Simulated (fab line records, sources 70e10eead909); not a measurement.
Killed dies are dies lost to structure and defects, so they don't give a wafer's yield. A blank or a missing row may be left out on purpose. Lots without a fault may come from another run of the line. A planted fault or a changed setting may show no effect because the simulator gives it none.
Chamber matching | flow nand_harc | NHARC_A_WL_FILL_ALD_19 on ald_metal-04: 4 sister chambers
The step deposits TiN, target thk 2 nm, pulse time 3 s, ald cycles 100. 20 wafers are shown with their chamber, then 10 later ones without.

WAFERS WITH THEIR CHAMBER
wafer  | chamber | heater_power_w (W) | precursor_pulse_height_rel
L076.1 | 3       | 924                | 0.996
L076.2 | 0       | 1132               | 0.980
L076.4 | 2       | 1216               | 1.001
L078.3 | 3       | 951                | 1.021
L078.5 | 3       | 919                | 0.996
L078.6 | 2       | 1175               | 1.012
L077.2 | 1       | 1173               | 1.010
L077.3 | 3       | 938                | 1.006
L077.5 | 3       | 947                | 1.050
L082.3 | 1       | 1173               | 0.997
L082.4 | 2       | 1232               | 1.032
L082.6 | 2       | 1205               | 1.036
L088.1 | 3       | 879                | 1.018
L088.4 | 0       | 1027               | 1.033
L088.5 | 0       | 1062               | 1.017
L086.3 | 1       | 1112               | 1.008
L086.4 | 0       | 1043               | 1.027
L086.5 | 3       | 914                | 0.981
L093.1 | 2       | 1218               | 0.986
L093.5 | 0       | 1032               | 0.996

SIGNATURES (means of the wafers above)
reading                    | chamber 0 | chamber 1 | chamber 2 | chamber 3 | scatter within a chamber
heater_power_w             | 1059.20   | 1152.67   | 1209.20   | 924.57    | 30.9
precursor_pulse_height_rel | 1.01060   | 1.00500   | 1.01340   | 1.00971   | 0.0207
Rule: a wafer's distance from a chamber is the root of the sum, over the readings, of the square of ((its reading less the chamber's mean) divided by the reading's scatter). The wafer belongs to the nearest chamber; if the next one is less than 2 further off, it can't be placed. The scatter: the root of (the sum of the squares of (reading less its chamber's mean) over the shown wafers, divided by (wafers less chambers)).

WAFERS WITHOUT THEIR CHAMBER
wafer  | heater_power_w (W) | precursor_pulse_height_rel
L093.6 | 887                | 1.016
L094.1 | 852                | 0.993
L094.4 | 1051               | 1.028
L094.6 | 877                | 0.999
L092.1 | 1020               | 0.990
L092.2 | 1125               | 0.985
L092.4 | 1162               | 1.016
L097.2 | 879                | 0.982
L097.3 | 1055               | 0.991
L097.5 | 891                | 1.005

WHICH CHAMBER EACH WENT THROUGH
wafer  | from the rows above          | in truth
L093.6 | 3                            | 3
L094.1 | 3                            | 3
L094.4 | 0                            | 0
L094.6 | 3                            | 3
L092.1 | can't be placed: 0 or 3      | 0
L092.2 | can't be placed: 1 or 0 or 2 | 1
L092.4 | can't be placed: 1 or 2      | 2
L097.2 | 3                            | 3
L097.3 | 0                            | 0
L097.5 | 3                            | 3
Placed correctly: 7 of 10. Can't be placed from these rows: 3 (the true chamber is among the candidates in 3). Placed wrongly: 0.
